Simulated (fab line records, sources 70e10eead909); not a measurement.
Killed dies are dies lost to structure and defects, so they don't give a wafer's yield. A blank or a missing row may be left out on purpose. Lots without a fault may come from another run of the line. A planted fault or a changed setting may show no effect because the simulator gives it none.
Chamber matching | flow nand_harc | NHARC_A_CHANNEL_FILL_D1_ALD_25 on ald_hk-03: 3 sister chambers
The step deposits SiOx, target thk 60 nm, pulse time 10 s, ald cycles 600. 18 wafers are shown with their chamber, then 5 later ones without.

WAFERS WITH THEIR CHAMBER
wafer  | chamber | heater_power_w (W) | precursor_pulse_height_rel
L075.3 | 0       | 432                | 0.995
L075.1 | 2       | 488                | 1.013
L075.6 | 0       | 425                | 1.013
L078.1 | 0       | 428                | 0.997
L078.4 | 3       | 484                | 0.991
L078.5 | 2       | 488                | 1.013
L084.1 | 3       | 494                | 1.007
L084.5 | 3       | 502                | 1.012
L084.6 | 0       | 428                | 1.007
L088.4 | 2       | 502                | 0.983
L088.1 | 0       | 430                | 0.997
L088.5 | 2       | 477                | 1.005
L090.3 | 0       | 438                | 0.984
L090.1 | 3       | 497                | 1.071
L090.5 | 0       | 437                | 0.982
L092.2 | 3       | 531                | 0.981
L092.1 | 2       | 456                | 1.025
L092.6 | 0       | 464                | 0.991

SIGNATURES (means of the wafers above)
reading                    | chamber 0 | chamber 2 | chamber 3 | scatter within a chamber
heater_power_w             | 435.25    | 482.20    | 501.60    | 15.3
precursor_pulse_height_rel | 0.99575   | 1.00780   | 1.01240   | 0.0211
Rule: a wafer's distance from a chamber is the root of the sum, over the readings, of the square of ((its reading less the chamber's mean) divided by the reading's scatter). The wafer belongs to the nearest chamber; if the next one is less than 2 further off, it can't be placed. The scatter: the root of (the sum of the squares of (reading less its chamber's mean) over the shown wafers, divided by (wafers less chambers)).

WAFERS WITHOUT THEIR CHAMBER
wafer  | heater_power_w (W) | precursor_pulse_height_rel
L095.6 | 449                | 1.000
L097.3 | 459                | 0.986
L097.4 | 476                | 0.991
L097.6 | 455                | 0.990
L097.1 | 539                | 1.015

WHICH CHAMBER EACH WENT THROUGH
wafer  | from the rows above          | in truth
L095.6 | can't be placed: 0 or 2      | 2
L097.3 | can't be placed: 0 or 2 or 3 | 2
L097.4 | can't be placed: 2 or 3 or 0 | 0
L097.6 | can't be placed: 0 or 2 or 3 | 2
L097.1 | can't be placed: 3 or 2      | 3
Placed correctly: 0 of 5. Can't be placed from these rows: 5 (the true chamber is among the candidates in 5). Placed wrongly: 0.
